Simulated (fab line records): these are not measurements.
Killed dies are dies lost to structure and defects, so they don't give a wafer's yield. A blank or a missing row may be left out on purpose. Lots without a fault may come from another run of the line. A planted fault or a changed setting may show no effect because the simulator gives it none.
fab line records -- flow n5Finfet
record: lots: 3, wafers: 9, lastDay: 16
route steps=1938 shown SDB@349 DUMMY_REMOVAL@377 HKMG_FIN@385 BEOL_M4@1111 PASSIVATION@1936
lots with no fault: from the same line, run without faults
startH: the number of hours between the record's first day and the start of the first shown wafer of the lot -- waitH: hours from the lot's prior step to this one -- " unchanged from the row above -- L1.1+2: one row covering several wafers at once -- - no value, or no start given -- * or withheld: withheld -- < > ~ a bound
route shown NAME@n: NAME is a module with steps in the file, n the number in the route of the first one -- usual: mean and standard deviation over wafers with no fault -- same: alike in all rows -- chamber/n: place in a boat -- sites: per-site readings -- _std_site: the standard deviation of these -- _edge_site: mean of outer sites minus mean of inner sites -- radiusMm: how far each site lies from the wafer's centre -- mask NAME#n: copy n -- behind: the last tool/chamber to shape the wafer -- hold: reason for holding the lot/hours on hold/outcome of the hold -- device: transistor that didn't switch, given as n, p or np -- end of line: the same wafers' tests at the end of the route -- a step with no rows: only its recipe -- killed: at the first sort, the dies lost to defects and structure; wafer yield is something else -- map: per-die view of a wafer (x killed, . not killed, _ where there is no die)
set.NAME: the setting the step ran with; set.NAME@STEP: the setting that earlier step ran with -- model.NAME: the simulator's own value behind a step, which no gauge read
a table for each step, a row for each wafer; lots at some steps of the route
services: from which hour (startH, from the record's first day; less than 0 if before it) a tool's chamber was out of use, for how many hours, and why
== steps ==
step: N5_SDB_COAT_04
recipe: resist: SiARC, tempC: 220, timeS: 60, spinRpm: 1500, resistThkNm: 18
step: N5_SDB_COAT_05
recipe: resist: CAR-ArF, spinRpm: 1500, resistThkNm: 90
step: N5_SDB_EBR_07
recipe: solvent: PGMEA, ebrWidthMm: 1.5
step: N5_SDB_SOFTBAKE_06
recipe: tempC: 110, timeS: 60, resist: CAR-ArF
step: N5_SDB_EXPOSE_08
recipe: maskId: SDB, na: 1.35, sourceShape: conventional, sigmaOuter: 0.5, polarization: unpolarized, doseMj: 49.6
step: N5_SDB_PEB_09
recipe: pebTempC: withheld, pebTimeS: 60, resist: CAR-ArF
step: N5_SDB_DEVELOP_10
recipe: developTimeS: 30, developer: TMAH, resist: CAR-ArF, rinseLiquid: diw, dry: airSpin, devTempC: 23
step: N5_SDB_DESCUM_16
recipe: chemistry: O2, timeS: 7.9, sourcePowerW: 50, biasPowerW: 20, pressureMtorr: 20, rfFrequencyHz: 2.712e+07, tempC: 40, resist: CAR-ArF, o2FlowSccm: 225
step: N5_SDB_ETCH_17
recipe: chemistry: CF4, target: SiARC, targetDepthA: 234, maskMaterial: CAR-ArF, timeS: 39, ionEnergyEv: 80, pressureMtorr: 40, sourceW: 545, biasW: 36, Ar_flow_sccm: 100, cf4FlowSccm: 100, ends: cleared
step: N5_SDB_ETCH_18
recipe: chemistry: N2/H2, target: SOC, targetDepthA: 1000, overetchA: 200, maskMaterial: SiARC, tempC: 40, timeS: 150, ionEnergyEv: 200, pressureMtorr: 30, sourceW: 840, biasW: 150, n2FlowSccm: 200, h2FlowSccm: 200
usual: drypumpMotorCurrentA: 5.5/0.54, oesProductAu: 0.73/0.054, rfVppV: 525.3/2.6, showerheadPlenumPTorr: 2.60/0.088, throttleValvePct: 17.88/0.11
lot.wafer,tool,chamber,startH,waitH,drypumpMotorCurrentA,oesProductAu,rfHoursCounterH,rfVppV,showerheadPlenumPTorr,throttleValvePct,model.etch.depthNm,model.SiARC_of_SDB_COAT_04.thkNm
L736.2,rieDiel-01,1,70.77,0.0,5.2,0.83,6,524.5,2.61,17.66,99.71,12.6
L736.3,rieDiel-01,0,70.77,0.0,6.3,0.76,57,525.3,2.60,17.72,99.98,12.8
L736.4,rieDiel-01,3,70.77,0.0,5.3,0.66,151,526.2,2.65,17.79,100.1,12.6
L744.3,rieDiel-01,2,115.38,0.0,5.0,0.61,156,526.4,2.62,17.89,85.15,14.2
L744.5,rieDiel-01,0,115.38,0.0,6.4,0.74,-,526.0,2.59,17.75,100,12.8
L744.6,rieDiel-01,3,115.38,0.0,5.3,0.59,-,525.5,2.64,17.79,85.49,14.2
L753.1,rieDiel-05,2,170.49,0.0,5.6,0.77,46,527.2,2.71,17.89,100.1,12.2
L753.2,rieDiel-05,1,170.49,0.0,5.7,0.75,67,522.5,2.48,17.96,100.1,12.8
L753.4,rieDiel-05,1,170.49,0.0,5.6,0.76,-,521.2,2.48,17.98,100.1,12.6
step: N5_SDB_STRIP_19
recipe: chemistry: N2/H2, tempC: 40, n2FlowSccm: 200, h2FlowSccm: 200, rfFrequencyHz: 6e+07
step: N5_SDB_STRIP_21
recipe: chemistry: CF4, resist: SiARC, powerW: 300, biasPowerW: 75, pressureMtorr: 50, cf4FlowSccm: 150, rfFrequencyHz: 6e+07
step: N5_SDB_HM_OPEN_20
recipe: chemistry: CH3F/O2, target: SiNx, maskMaterial: SOC, targetDepthA: 240, stopOn: poly-Si, overEtchFrac: 0.4, ionEnergyEv: 120, pressureMtorr: 30, sourceW: 395, biasW: 73, Ar_flow_sccm: 150, CH3F_flow_sccm: 30, O2_flow_sccm: 20
step: N5_SDB_STRIP_22
recipe: chemistry: N2/H2, powerW: 1000, tempC: 250, h2Frac: 0.65, overashFraction: 0.3, pressureMtorr: withheld, n2FlowSccm: 1750, h2FlowSccm: 3250
step: N5_SDB_PRECLEAN_23
recipe: chemistry: dHF, timeS: 30, tempC: 25, dilution: withheld
step: N5_SDB_DUMMY_REMOVE_24
recipe: chemistry: TMAH, tempC: 70, target: poly-Si, stopOn: SiO2, targetDepthNm: 142, concWtPct: 5, timeS: 57, dry: ipaMarangoni, rinseTimeS: 30, rinseTempC: 23
step: N5_SDB_ETCH_25
recipe: chemistry: C4F6/O2, target: SiO2, targetDepthA: 100, timeS: 3.3, ionEnergyEv: 250, maskMaterial: SiNx, pressureMtorr: 30, sourceW: 345, biasW: 185, Ar_flow_sccm: 300, C4F6_flow_sccm: 10, O2_flow_sccm: 10
step: N5_SDB_CUT_ETCH_26
recipe: chemistry: HBr/Cl2/O2, target: Si, targetDepthA: 1296, btTimeS: 20, maskMaterial: SiNx, timeS: 51.8, ionEnergyEv: *, biasW: *, pressureMtorr: 10, icpW: 800, HBr_flow_sccm: 150, Cl2_flow_sccm: 80, O2_flow_sccm: 12
step: N5_SDB_PRECLEAN_38
recipe: chemistry: dHF, timeS: 10, dilution: 750:1, tempC: 25
step: N5_SDB_PRECLEAN_39
recipe: chemistry: O3/DIW, timeS: 45, tempC: 22, o3Ppm: 10
step: N5_SDB_SRD_28
recipe: dry: ipaMarangoni, timeS: 30, tempC: 23, rinseLiquid: diw
step: N5_SDB_ALD_29
recipe: material: SiNx, targetThkA: 300, tempC: 400, aldPrecursorFamily: SiH2I2, aldCoReactant: N2/H2-plasma, pulseTimeS: 1, aldCycles: 600, purgeTimeS: 2, coReactantPurgeTimeS: 2, pressureTorr: 2
step: N5_SDB_CMP_30
recipe: stopOn: poly-Si, tOverpolishS: 1.54, postCmpClean: alkalineBrush, downForcePsi: 4.1491, platenRpm: 51.796, padVelocityMS: 1.0306, targetThkNm: 30
step: N5_DUMMY_REMOVAL_HM_STRIP_01
recipe: chemistry: CH3F/O2, material: SiNx, targetDepthA: 40, stopOn: poly-Si, timeS: 6.8, overEtchFrac: 0.3, ionEnergyEv: 60, powerW: 410, biasW: 29, Ar_flow_sccm: 150, CH3F_flow_sccm: 30, O2_flow_sccm: 20
step: N5_DUMMY_REMOVAL_STRIP_10
recipe: chemistry: N2/H2, timeS: 40, powerW: 100, tempC: 40, pressureMtorr: 100, rfFrequencyHz: 6e+07, biasPowerW: 3, n2FlowSccm: 300, h2FlowSccm: 300
step: N5_DUMMY_REMOVAL_PRECLEAN_07
recipe: chemistry: dHF, timeS: 30, tempC: 25, dilution: withheld
step: N5_DUMMY_REMOVAL_DUMMY_REMOVE_02
recipe: chemistry: TMAH, tempC: 70, target: poly-Si, stopOn: SiO2, targetDepthNm: 142, concWtPct: 5, timeS: 57, dry: ipaMarangoni, rinseTimeS: 30, rinseTempC: 23
step: N5_DUMMY_REMOVAL_PRECLEAN_08
recipe: chemistry: NF3:NH3, afsCycles: 2, tempC: 30, timeS: 20, sublimationTempC: 180, sublimationTimeS: 60, pressureTorr: 3, rfPowerW: 30
step: N5_DUMMY_REMOVAL_PRECLEAN_04
recipe: chemistry: DHF, timeS: 37, tempC: 25, dilution: 500:1
step: N5_DUMMY_REMOVAL_SRD_05
recipe: dry: ipaMarangoni, doPpb: 5, timeS: 30, tempC: 23, rinseLiquid: diw
step: N5_HKMG_FIN_IL_REGROW_00
recipe: material: SiO2, targetThkA: 7.5, chemistry: O3, tempC: withheld, timeS: 30
step: N5_HKMG_FIN_HK_ALD_01
recipe: material: HfO2, targetThkA: 16, tempC: withheld, aldPrecursorFamily: HfCl4, aldCoReactant: H2O, pulseTimeS: 3, purgeTimeS: 3, coReactantPurgeTimeS: 2.5, coReactantPulseTimeS: 0.3, aldCycles: 30
step: N5_HKMG_FIN_HK_ANNEAL_02
recipe: tempC: 700, timeS: 30, ambient: N2, idleTempC: 600, rampUpCPerS: 150, rampDownCPerS: 60, coolToC: 600
step: N5_HKMG_FIN_ALD_74
recipe: material: La2O3, targetThkA: 5, tempC: 250, aldPrecursorFamily: La-Cp, aldCoReactant: O3, pulseTimeS: 6, coReactantPulseTimeS: 1, purgeTimeS: 3, coReactantPurgeTimeS: 3
step: N5_HKMG_FIN_ALD_75
recipe: material: Al2O3, targetThkA: 10, tempC: 150, aldPrecursorFamily: TMA, aldCoReactant: H2O, pulseTimeS: withheld, coReactantPulseTimeS: 1
step: N5_HKMG_FIN_COAT_41
recipe: resist: SOC, tempC: 250, timeS: 60, spinRpm: 1500, resistThkNm: 300
step: N5_BEOL_M4_RC_MEAS_101
usual: DIBL_N: 37.1/1.8, DIBL_P: 37.2/2.1, IOFF_N: 0.17/0.033, IOFF_P: 0.22/0.037, ION_N: 680/11, ION_P: 464/7.7, SS_N: 71.7/0.63, SS_P: 73.6/0.67, VT_N: 248.9/2.9, VT_P: -251/3.6
lot.wafer,tool,chamber,startH,waitH,DIBL_N[mV/V],DIBL_P[mV/V],IOFF_N[nA/um],IOFF_P[nA/um],ION_N[uA/um],ION_P[uA/um],SS_N[mV/dec],SS_P[mV/dec],VT_N[mV],VT_P[mV]
L736.2,prober-02,0,213.20,0.2,39.1,41.6,0.20,0.26,691,472,72.0,74.1,246.7,-250
L736.3,prober-02,0,213.20,0.2,36.6,37.8,0.16,0.21,693,482,71.2,73.6,249.9,-250
L736.4,prober-02,0,213.20,0.2,37.2,38.0,0.16,0.20,668,453,71.5,72.9,250.0,-250
L744.5,prober-01,0,220.44,0.6,35.0,35.9,0.12,0.15,666,449,71.0,73.6,254.4,-257
L753.1,prober-01,0,285.70,0.0,39.7,38.9,0.21,0.24,684,457,72.8,74.4,250.0,-250
L753.2,prober-01,0,285.70,0.0,34.7,34.4,0.12,0.18,661,459,70.8,72.4,250.6,-252
L753.4,prober-01,0,285.70,0.0,36.2,35.0,0.14,0.19,683,474,70.9,72.2,253.6,-255
step: N5_PASSIVATION_PROBE_49
usual: defectLimitedYield: 91.7/1.5, killed_at_M0_to_M3: 32/10, killed_at_M4_up: 14/5.3, killedAtContacts: 13/5.7, killedAtFrontEnd: 37/10, killedAtOther: 3.3/2.5, killedDies: 98/18, killedOnRim: 13/3.6, killedOpen: 65/13, killedShort: 31/7.5, sort_bin_5_function: 4.9/0.91, sort_bin_6_memory: 3.1/0.71, sortNPass: 1082/18, sortYieldPct: 91.7/1.5
same: grossDies: 1180, killedAtBackSide: 0, sort_bin_4_leakage[%]: 0, sort_bin_8_speed[%]: 0
lot.wafer,tool,chamber,startH,waitH,defectLimitedYield[%],killed_at_M0_to_M3,killed_at_M4_up,killedAtContacts,killedAtFrontEnd,killedAtOther,killedDies,killedOnRim,killedOpen,killedShort,sort_bin_5_function[%],sort_bin_6_memory[%],sortNPass,sortYieldPct[%]
L744.3,prober-01,-,333.05,0.1,0,17,3,10,1150,0,1180,152,36,22,97.7,2.2,0,0
L744.6,prober-01,-,333.20,0.3,0,42,12,13,1108,5,1180,152,69,40,96.4,3.3,0,0
L753.4,prober-02,-,394.42,0.2,89.1,53,20,13,40,3,129,16,71,56,6.5,4.1,1051,89.1
killed by level:class
L744.3 SDB:areaEtch=1122 MOL_CONTACT_COAG:geometricParticle:open=8 FIN_SAQP:geometricParticle:short=5 STI_FIN_REVEAL:geometricParticle:open=5 BEOL_M3:geometricParticle:open=5 BEOL_M0_SAQP:geometricParticle:short=4 STARTING-WAFER:geometricParticle:short=4 GATE_CUT:geometricParticle:open=3
L744.6 SDB:areaEtch=1071 BEOL_M2:geometricParticle:open=17 MOL_CONTACT_COAG:geometricParticle:open=11 FIN_SAQP:geometricParticle:short=9 BEOL_M4:geometricParticle:open=8 STI_FIN_REVEAL:geometricParticle:open=7 BEOL_M0_SAQP:geometricParticle:short=7 STI_FIN_REVEAL:geometricParticle:short=6
L753.4 BEOL_M0_SAQP:geometricParticle:short=18 BEOL_M0_SAQP:geometricParticle:open=14 BEOL_M5:geometricParticle:open=8 MOL_CONTACT_COAG:geometricParticle:open=7 BEOL_M4:geometricParticle:open=7 DUMMY_GATE:geometricParticle:open=6 GATE_CUT:geometricParticle:short=6 MOL_CONTACT_COAG:geometricParticle:short=6
map L744.3 (x killed, . not)
_________________xxxxxxxxxxxx________________
______________xxxxxxxxxxxxxxxxxx_____________
___________xxxxxxxxxxxxxxxxxxxxxxxx__________
__________xxxxxxxxxxxxxxxxxxxxxxxxxx_________
________xxxxxxxxxxxxxxxxxxxxxxxxxxxxxx_______
_______xxxxxxxxxxxxxxxxxxxxxxxxxxxxxxxx______
______xxxxxxxxxxxxxxxxxxxxxxxxxxxxxxxxxx_____
_____xxxxxxxxxxxxxxxxxxxxxxxxxxxxxxxxxxxx____
____xxxxxxxxxxxxxxxxxxxxxxxxxxxxxxxxxxxxxx___
___xxxxxxxxxxxxxxxxxxxxxxxxxxxxxxxxxxxxxxxx__
___xxxxxxxxxxxxxxxxxxxxxxxxxxxxxxxxxxxxxxxx__
__xxxxxxxxxxxxxxxxxxxxxxxxxxxxxxxxxxxxxxxxxx_
__xxxxxxxxxxxxxxxxxxxxxxxxxxxxxxxxxxxxxxxxxx_
_xxxxxxxxxxxxxxxxxxxxxxxxxxxxxxxxxxxxxxxxxxxx
_xxxxxxxxxxxxxxxxxxxxxxxxxxxxxxxxxxxxxxxxxxxx
_xxxxxxxxxxxxxxxxxxxxxxxxxxxxxxxxxxxxxxxxxxxx
_xxxxxxxxxxxxxxxxxxxxxxxxxxxxxxxxxxxxxxxxxxxx
_xxxxxxxxxxxxxxxxxxxxxxxxxxxxxxxxxxxxxxxxxxxx
_xxxxxxxxxxxxxxxxxxxxxxxxxxxxxxxxxxxxxxxxxxxx
_xxxxxxxxxxxxxxxxxxxxxxxxxxxxxxxxxxxxxxxxxxxx
_xxxxxxxxxxxxxxxxxxxxxxxxxxxxxxxxxxxxxxxxxxxx
__xxxxxxxxxxxxxxxxxxxxxxxxxxxxxxxxxxxxxxxxxx_
__xxxxxxxxxxxxxxxxxxxxxxxxxxxxxxxxxxxxxxxxxx_
___xxxxxxxxxxxxxxxxxxxxxxxxxxxxxxxxxxxxxxxx__
___xxxxxxxxxxxxxxxxxxxxxxxxxxxxxxxxxxxxxxxx__
____xxxxxxxxxxxxxxxxxxxxxxxxxxxxxxxxxxxxxx___
_____xxxxxxxxxxxxxxxxxxxxxxxxxxxxxxxxxxxx____
______xxxxxxxxxxxxxxxxxxxxxxxxxxxxxxxxxx_____
_______xxxxxxxxxxxxxxxxxxxxxxxxxxxxxxxx______
________xxxxxxxxxxxxxxxxxxxxxxxxxxxxxx_______
__________xxxxxxxxxxxxxxxxxxxxxxxxxx_________
___________xxxxxxxxxxxxxxxxxxxxxxxx__________
______________xxxxxxxxxxxxxxxxxx_____________
_________________xxxxxxxxxxxx________________
map L736.2 (x killed, . not)
_________________..x.x..x....________________
______________xx.x......x....x.._____________
___________......x.................__________
__________...................x....x._________
________.............x..x..x.........._______
_______....x......x.................x..______
______..xx...............x............x._____
_____.......x......x..............x.x....____
____.xx................x.x....x..........x___
___..x...x.......x............x..x.........__
___..............x.........................__
__.........x....x......x....x............x.._
__.....x..x............xx.......x..........._
_.............xx.............x......x........
_x.............x...........x...........x....x
_......x.x........x.x.....x.........x........
_...........x...x.....xx..x.................x
_............x...x..............x............
_........x.........xx.x...............x...x..
_...............................x............
_.......x................x.....x...x.........
__.x...x.......xx..........................._
__.....x..x.x...x...x......................._
___..........x........xx.xx................__
___......x..x.....x......x.............x..x__
____.....x..x...x....xx......xx....x......___
_____.........x.............x.........x..____
______x.....x..........xx......x..x....._____
_______................x.....x.........______
________.......................xx....._______
__________..x.....x......x.........._________
___________x................x......__________
______________.................._____________
_________________............________________
== services ==
tool,chamber,startH,hours,kind
rieDiel-01,-,73.72,1.2,repair
rieDiel-01,1,77.18,4.7,repair
rieDiel-01,3,100.79,8.7,repair
rieDiel-01,-,135.57,0.8,repair
rieDiel-05,1,148.75,2.2,repair
rieDiel-05,0,152.80,25.5,repair
rieDiel-05,1,160.48,5.4,repair
rieDiel-01,0,168.70,6.0,repair
== key ==
firstSign: step: N5_PASSIVATION_PROBE_49, reading: killedAtFrontEnd, direction: up, sigmas: 99+, usual: 37, struck: 1129
effect: step: N5_PASSIVATION_PROBE_49, reading: sort_bin_5_function, direction: up, sigmas: 99+, usual: 4.9, struck: 97.0
modelEffect: step: N5_SDB_ETCH_18, value: etch.depthNm, without: 100.1, struck: 85.32
moreKillsBornAt: N5_SDB_ETCH_18@rieDiel-01: 2193
metAt N5_SDB_ETCH_18
struckWafers L744.3,L744.6
laterRowsLeftOut L744.3,L744.6
onsetBetween 70.77 115.38
fault: kind: processParameterDrift, tool: rieDiel-01, chamber: -, onsetH: 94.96, steps: N5_SDB_ETCH_18, channel: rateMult, offset: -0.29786, shape: step, endH: 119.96, scope: struckWafersOnly
laterRowsLeftOut: the simulator's readings of these wafers behind a module that went badly wrong aren't trusted and aren't shown, but for the sort
